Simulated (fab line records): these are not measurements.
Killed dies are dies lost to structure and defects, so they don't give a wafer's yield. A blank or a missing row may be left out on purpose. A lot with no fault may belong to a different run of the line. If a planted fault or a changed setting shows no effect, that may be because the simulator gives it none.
A struck lot beside a sound one || flow nandHarc || 25 out of 1302 route steps
Sound: the wafers L334.3, L334.4, L334.5. Wafers struck: L343.2, L343.3, L343.5. The cause is named last.
Per side, at each step with rows, come the tool, then ch with its chambers, and then its first start. Under that, the readings that differ: sound wafers || struck wafers || difference of the means || sigmas: that difference in standard deviations of wafers without a fault.
alike: words and numbers the same on both sides, and readings whose means are apart by under 2 such deviations; not compared: readings that were withheld, readings missing a value for some wafer, numbers with overlapping values and no deviation given by the record, and bounds like >300 which may hide the same value.
Wherever a step has rows on one side only, a row that says differs or no value, or a row with sigmas, the two part there. Numbers that have no deviation but don't overlap get no sigmas and don't part them. Lack of a reading on every wafer of one side parts them only where that side has two or more wafers.

first, 4 steps without rows for these wafers: NHARC_P_GATE_PRECLEAN_71 (cleans in SC1); NHARC_P_GATE_SRD_72; NHARC_P_GATE_OXIDE_16 (material SiO2, target thk 3 nm, ox time 392 s); NHARC_P_GATE_CVD_17 (deposits poly-Si, target thk 150 nm, time 900 s).
NHARC_P_GATE_HM_DEP_102: deposits aC, target thk 120 nm.
  sound on aclDep-02 ch 0, day 6 13:05; struck on aclDep-03 ch 0, day 10 10:23
  alike: throttleValvePct
NHARC_P_GATE_DEP_103: deposits SiON, target thk 30 nm.
  sound on pecvd-03 ch 0,1, day 6 13:47; struck on pecvd-04 ch 0,2, day 10 11:05
  alike: heaterPowerOuterW, heaterPowerW
then, 6 steps without rows for these wafers: NHARC_P_GATE_DEHYDRATE_18 (time 120 s); NHARC_P_GATE_HMDS_19 (time 30 s); NHARC_P_GATE_COAT_20 (resist thk 90 nm); NHARC_P_GATE_SOFTBAKE_21 (time 55 s); NHARC_P_GATE_EBR_22; NHARC_P_GATE_EXPOSE_23 (exposes mask P GATE, target cd 120 nm).
NHARC_P_GATE_PEB_24: peb time 65 s.
  sound on lithoTrack-06 ch 0, day 6 14:22; struck on lithoTrack-01 ch 0, day 10 11:40
{"reading": "heaterPowerTotalW (W)", "sound": "156.2 156.7 157.1", "struck": "124.9 124.7 125.3", "difference": -31.7, "sigmas": -75}
{"reading": "plateTempC (C)", "sound": "100.03 100.08 99.78", "struck": "85.39 85.23 85.26", "difference": -14.67, "sigmas": "-99 or more"}
  alike: chillPlateTempC
then, 1 step without rows for these wafers: NHARC_P_GATE_DEVELOP_25 (develop time 35 s).
NHARC_P_GATE_CD_MEAS_26 targets a cd of 120 nm.
  sound on cdSem-03 ch 0, day 6 14:27; struck on cdSem-02 ch 0, day 10 11:44
{"reading": "cdNm (nm)", "sound": "118.4 118.3 119.7", "struck": "202.4 203.3 202.9", "difference": "+84.1", "sigmas": "+99 or more"}
NHARC_P_GATE_OVL_MEAS_27:
  sound on overlay-02, day 6 14:32; struck on overlay-02, day 10 11:50
{"reading": "overlayXNm (nm)", "sound": "0.9 1.2 1.1", "struck": "-1.0 -0.8 -1.1", "difference": -2.0, "sigmas": -2}
  alike: overlayYNm
NHARC_P_GATE_INSPECT_28:
  sound on defectInspect-01, day 6 14:34; struck on defectInspect-02, day 10 11:52
  alike: rawDefectCount
NHARC_P_GATE_DESCUM_31: chemistry O2, time 3 s.
  sound on rieDiel-01 ch 1,2,3, day 6 14:38; struck on rieDiel-02 ch 0,1,2, day 10 11:57
{"reading": "model.P_GATE.cdNm (nm)", "sound": "117.9 117.9 119.6", "struck": "202.4 203.2 203.5", "difference": "+84.6", "sigmas": ""}
  alike: drypumpMotorCurrentA, oesProductAu, rfVppV, showerheadPlenumPTorr, throttleValvePct
  not compared: rfHoursCounterH
NHARC_P_GATE_ETCH_104: etches the open film in CF4/CHF3, target depth 60 nm.
  sound on rieDiel-01 ch 1,3, day 6 14:43; struck on rieDiel-02 ch 0,2,3, day 10 12:01
  alike: drypumpMotorCurrentA, oesProductAu, rfVppV, showerheadPlenumPTorr, throttleValvePct
NHARC_P_GATE_HM_OPEN_105: chemistry O2/COS, target depth 360 nm.
  sound: rieDiel-01 ch 1,3; struck: rieDiel-02 ch 2,3
  alike: drypumpMotorCurrentA, oesProductAu, rfVppV, showerheadPlenumPTorr, throttleValvePct
  not compared: rfHoursCounterH
then, 2 steps without rows for these wafers: NHARC_P_GATE_STRIP_106 (strips in O2/COS); NHARC_P_GATE_ETCH_114 (etches the open film in CF4/O2, target depth 30 nm, overetch 3 nm, time 16.5 s).
NHARC_P_GATE_ETCH_32: etches the open film in HBr/Cl2, target depth 150 nm, time 100.1 s.
  sound on rieSi-03 ch 0,1,3, day 6 15:07; struck on rieSi-01 ch 1,2, day 10 12:23
{"reading": "model.P_GATE.cdNm (nm)", "sound": "120.5 120.2 124.6", "struck": "203.7 204.1 206.6", "difference": "+83.0", "sigmas": ""}
  alike: drypumpMotorCurrentA, oesProductAu, throttleValvePct
  not compared: rfHoursCounterH
NHARC_P_GATE_STRIP_108: strips in O2.
  sound on rieDiel-07 ch 0,3, day 6 15:18; struck on rieDiel-02 ch 1,3, day 10 12:34
  alike: drypumpMotorCurrentA, oesProductAu, rfVppV, showerheadPlenumPTorr, throttleValvePct
  not compared: rfHoursCounterH
-- the record jumps here: 19 days lie between the struck wafers' starts before and after (it left off in module P_GATE and takes up again in module END, whose first step shown is number 1302 of the route) --
NHARC_END_SORT_01:
  only the struck wafers appear in the record here, on prober-01 ch 0 at day 29 14:19; the sound ones have no rows

## WHERE THEY PART
At NHARC_P_GATE_PEB_24 first; at NHARC_END_SORT_01 last (within this record only).

WHY: what the simulator had put in
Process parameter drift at NHARC_P_GATE_PEB_24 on lithoTrack-01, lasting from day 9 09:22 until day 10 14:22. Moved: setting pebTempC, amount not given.
